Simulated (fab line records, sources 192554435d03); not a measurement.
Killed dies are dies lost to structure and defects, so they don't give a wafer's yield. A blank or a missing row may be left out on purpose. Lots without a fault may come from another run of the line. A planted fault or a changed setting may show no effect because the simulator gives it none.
A struck lot beside a sound one | flow n5_finfet | 37 steps out of a route of 1938
Sound: wafers L742.2, L742.3, L742.4. Struck: wafer L740.5. (L740.1, L740.4 of the same lot were not struck and are left out.) The cause comes at the end.
At each step with rows: each side's tool, then ch and its chambers, then its first start. Under that, the readings that differ: sound wafers | struck wafers | difference of the means | sigmas: that difference in standard deviations of wafers without a fault.
alike: readings whose means differ by less than 2 such deviations, and words and numbers that are the same on both sides. not compared: withheld readings, readings that some wafer has no value for, bounds like >300 that may hide the same value, and numbers for which the record gives no deviation and whose values overlap.
The two part at a step that has a row with sigmas, a row that says differs or no value, or rows on one side only. Numbers that don't overlap but have no deviation are shown without sigmas and don't part them. A reading that every wafer of one side lacks parts them only if that side has two wafers or more.

first, 8 steps without rows for these wafers: N5_BEOL_M0_ECD_118 (material Cu, target thk 300 nm); N5_BEOL_M0_ANNEAL_119 (time 90 s); N5_BEOL_M0_CMP_120 (polishes, stops on SiOC, t overpolish 6.9 s); N5_BEOL_M0_PRE_CLEAN_131 (time 15 s); N5_BEOL_M0_CO_CAP_123 (material Co, precursor CCTBA/H2, target thk 2 nm, time 102.1 s); N5_BEOL_M0_PRE_CLEAN_124 (time 15 s); N5_BEOL_M0_DEP_125 (deposits SiCN from 3MS/NH3, target thk 8 nm, time 14 s); N5_BEOL_M1_ILD_DEP_00 (deposits SiOC from DEMS/O2, target thk 79 nm, time 15.3 s).
N5_BEOL_M1_PECVD_72: deposits SiO2 from TEOS/O2, target thk 16 nm, time 18 s.
  sound on pecvd-03 ch 0,1, day 9 11:52; struck on pecvd-01 ch 1, day 9 01:59
  reading                                    | sound      | struck | difference | sigmas
  model.SiO2_of_BEOL_M1_PECVD_72.thk_nm (nm) | 16 16 16.2 | 22     | +6         |
  alike: heater_power_w, showerhead_plenum_p_Torr, susceptor_temp_C, throttle_valve_pct
then, 25 steps without rows for these wafers: N5_BEOL_M1_HM_DEP_02 (deposits TiN, target thk 20 nm); N5_BEOL_M1_COAT_61 (time 60 s, resist thk 60 nm); N5_BEOL_M1_COAT_62 (time 60 s, resist thk 12 nm); N5_BEOL_M1_COAT_73 (time 60 s, resist thk 5 nm); N5_BEOL_M1_COAT_05 (resist thk 30 nm); N5_BEOL_M1_EBR_07; N5_BEOL_M1_SOFTBAKE_06 (time 60 s); N5_BEOL_M1_EXPOSE_08 (exposes mask M1); N5_BEOL_M1_PEB_09 (peb time 60 s); N5_BEOL_M1_DEVELOP_10 (develop time 30 s); N5_BEOL_M1_DESCUM_16 (chemistry O2, time 7 s); N5_BEOL_M1_ETCH_74 (etches underlayer in N2/H2, target depth 6.5 nm, time 5.2 s); N5_BEOL_M1_ETCH_63 (etches SiARC in CF4, target depth 15.6 nm, time 26 s); N5_BEOL_M1_ETCH_64 (etches SOC in N2/H2, target depth 75 nm, overetch 15 nm, time 112.5 s); N5_BEOL_M1_STRIP_65 (strips in N2/H2); N5_BEOL_M1_STRIP_75 (strips in N2/H2); N5_BEOL_M1_STRIP_66 (strips in CF4); N5_BEOL_M1_HM_OPEN_17 (chemistry Cl2/BCl3, target TiN, target depth 20 nm, overetch 6 nm); N5_BEOL_M1_STRIP_19 (strips in O2); N5_BEOL_M1_COAT_67 (time 60 s, resist thk 60 nm); N5_BEOL_M1_COAT_68 (time 60 s, resist thk 12 nm); N5_BEOL_M1_COAT_76 (time 60 s, resist thk 5 nm); N5_BEOL_M1_COAT_22 (resist thk 30 nm); N5_BEOL_M1_EBR_24; N5_BEOL_M1_SOFTBAKE_23 (time 60 s).
N5_BEOL_M1_HM_STRIP_39: strips TiN in peroxide tin strip, target depth 25 nm, time 158 s.
  sound on wet_bench-06 ch 2,4,7, day 9 22:25; struck on wet_bench-04 ch 6, day 9 06:22
  reading                                    | sound        | struck | difference | sigmas
  model.SiO2_of_BEOL_M1_PECVD_72.thk_nm (nm) | 15.8 15.8 16 | 21.8   | +5.9       |
N5_BEOL_M1_CMP_52: polishes, stops on SiOC, t overpolish 6.8 s, target thk 40 nm.
  sound on cmp-04 ch 0,2,3, day 10 01:52; struck on cmp-01 ch 3, day 9 10:11
  reading                      | sound          | struck | difference | sigmas
  barrier_field_endpoint_s (s) | 25.0 24.0 25.2 | 34.6   | +9.9       | +11
  alike: motor_current_A
N5_BEOL_M4_RC_MEAS_101:
  sound on prober-01 ch 0, day 11 11:01; struck on prober-01 ch 0, day 11 01:46
  alike: DIBL_N, DIBL_P, IOFF_N, IOFF_P, ION_N, ION_P, SS_N, SS_P, VT_N, VT_P

WHERE THEY PART
Only at N5_BEOL_M1_CMP_52, within this record. Later steps at which nothing parts them and some readings are alike: N5_BEOL_M4_RC_MEAS_101.

WHY: what the simulator had put in
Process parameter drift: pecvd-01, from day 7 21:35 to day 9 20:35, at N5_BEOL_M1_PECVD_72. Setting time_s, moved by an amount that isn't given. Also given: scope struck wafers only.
